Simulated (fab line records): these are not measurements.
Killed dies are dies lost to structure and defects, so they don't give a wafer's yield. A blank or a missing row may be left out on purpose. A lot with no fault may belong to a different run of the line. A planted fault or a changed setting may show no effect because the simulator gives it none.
Split-lot study + flow n5_finfet + 7 lots, 39 wafers read, on a route of 1938 steps

THE SPLIT
At N5_MOL_CONTACT_COAG_ETCH_110 (etches Si in CF4/O2, target depth 2.5 nm, time 8 s), the setting source_w was moved away from the recipe's 200 W on 15 of the 39 wafers read, by -12.0% to +17.8%. This setting was run at the recipe's value on the other wafers.

The split's own step is where the reading is taken.

THE READING
etch.depth_nm (the simulator's own value, which no gauge read), in nm, at N5_MOL_CONTACT_COAG_ETCH_110 (etches Si in CF4/O2, target depth 2.5 nm, time 8 s). No usual value for it is given in the file. Across the 24 wafers here that went through the recipe, the average is 2.517 nm and the standard deviation 0.058 nm.

| wafer  | tool, chamber at the split | source_w as run, W | against the recipe | etch.depth_nm, nm | against lot-mates on the recipe |
|--------|----------------------------|--------------------|--------------------|-------------------|---------------------------------|
| L074.1 | rie_diel-04, 3             | 200                | recipe             | 2.586             | -                               |
| L074.2 | rie_diel-04, 0             | 200                | recipe             | 2.49              | -                               |
| L074.3 | rie_diel-04, 1             | 235.6              | +17.8%             | 2.832             | +0.296                          |
| L074.4 | rie_diel-04, 2             | 200                | recipe             | 2.533             | -                               |
| L074.5 | rie_diel-04, 3             | 235.6              | +17.8%             | 3.013             | +0.477                          |
| L074.6 | rie_diel-04, 0             | 235.6              | +17.8%             | 2.878             | +0.342                          |
| L075.1 | rie_diel-04, 2,0           | 200                | recipe             | 2.504             | -                               |
| L075.4 | rie_diel-04, 2,0           | 200                | recipe             | 2.504             | -                               |
| L075.2 | rie_diel-04, 1             | 176                | -12.0%             | 2.192             | -0.297                          |
| L075.3 | rie_diel-04, 3             | 176                | -12.0%             | 2.3               | -0.189                          |
| L075.5 | rie_diel-04, 1             | 200                | recipe             | 2.459             | -                               |
| L075.6 | rie_diel-04, 0             | 176                | -12.0%             | 2.236             | -0.253                          |
| L078.1 | rie_diel-04, 0             | 200                | recipe             | 2.509             | -                               |
| L078.2 | rie_diel-04, 1             | 210.2              | +5.1%              | 2.587             | +0.041                          |
| L078.3 | rie_diel-04, 2             | 200                | recipe             | 2.511             | -                               |
| L078.4 | rie_diel-04, 3             | 210.2              | +5.1%              | 2.682             | +0.136                          |
| L078.5 | rie_diel-04, 0             | 210.2              | +5.1%              | 2.627             | +0.081                          |
| L078.6 | rie_diel-04, 3             | 200                | recipe             | 2.618             | -                               |
| L089.1 | rie_diel-04, 3             | 200                | recipe             | 2.588             | -                               |
| L089.2 | rie_diel-04, 0             | 214.7              | +7.3%              | 2.634             | +0.132                          |
| L089.3 | rie_diel-04, 1             | 214.7              | +7.3%              | 2.599             | +0.097                          |
| L089.4 | rie_diel-04, 2             | 200                | recipe             | 2.485             | -                               |
| L089.5 | rie_diel-04, 1             | 200                | recipe             | 2.434             | -                               |
| L089.6 | rie_diel-04, 2             | 214.7              | +7.3%              | 2.657             | +0.155                          |
| L093.1 | rie_diel-04, 1             | 200                | recipe             | 2.449             | -                               |
| L093.2 | rie_diel-04, 3             | 180.2              | -9.9%              | 2.365             | -0.132                          |
| L093.3 | rie_diel-04, 2             | 200                | recipe             | 2.518             | -                               |
| L093.4 | rie_diel-04, 3             | 180.2              | -9.9%              | 2.366             | -0.131                          |
| L093.5 | rie_diel-04, 1             | 180.2              | -9.9%              | 2.236             | -0.261                          |
| L093.6 | rie_diel-04, 2             | 200                | recipe             | 2.523             | -                               |
| L094.1 | rie_diel-04, 1             | 200                | recipe             | 2.471             | -                               |
| L094.2 | rie_diel-04, 2             | 200                | recipe             | 2.52              | -                               |
| L094.3 | rie_diel-04, 3             | 200                | recipe             | 2.583             | -                               |
| L094.4 | rie_diel-04, 1             | 200                | recipe             | 2.469             | -                               |
| L094.5 | rie_diel-04, 2             | 200                | recipe             | 2.542             | -                               |
| L094.6 | rie_diel-04, 3             | 200                | recipe             | 2.58              | -                               |
| L096.1 | rie_diel-06, 1             | 200                | recipe             | 2.637             | -                               |
| L096.2 | rie_diel-06, 0             | 200                | recipe             | 2.396             | -                               |
| L096.5 | rie_diel-06, 2             | 200                | recipe             | 2.488             | -                               |
The file does not say which wafer passed through which chamber wherever a row lists several chambers: such a row stands for several wafers.

FIT RESULTS
A straight line over all 39 wafers: etch.depth_nm changes by +0.0213 nm for each +1% of source_w; r = +0.93; the points scatter about the line by 0.059 nm.
The same after taking each lot's own level away (the mean of its wafers on the recipe; 39 wafers): +0.0198 nm for each +1%; r = +0.93; scatter 0.056 nm.
Per that fit: largest source_w move, reading shift of 0.35 nm.
Across the lots, their own levels run from 2.4890 to 2.5460 nm, a range of 1.0 times the standard deviation given above.
Consequently the slope shifts little with the lot-to-lot level, the two slopes agreeing.
Check: with one of the wafers moved furthest among these (+17.8%) left out of the fit, the line predicts +0.365 nm for it against its lot-mates. Against them it came out at +0.296 nm.

FURTHER SPLITS ON THESE WAFERS
Before the reading, these wafers also passed through other splits. Each is held against what the fit with the lots' levels taken away leaves over:
| other split on the same wafers       | wafers away from the commonest value | r with etch.depth_nm (lot level and that fit taken away) |
|--------------------------------------|--------------------------------------|----------------------------------------------------------|
| N5_FIN_CUT_CUT_ETCH_15 time_s        | 12                                   | +0.07                                                    |
| N5_SD_EPI_P_EPI_21 epi_growth_time_s | 15                                   | +0.20                                                    |
| N5_GATE_CUT_CUT_ETCH_53 icp_w        | 15                                   | +0.04                                                    |

FILE'S OWN FIT
etch.depth_nm changes by +0.0198 nm for each +1% of source_w, r = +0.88.
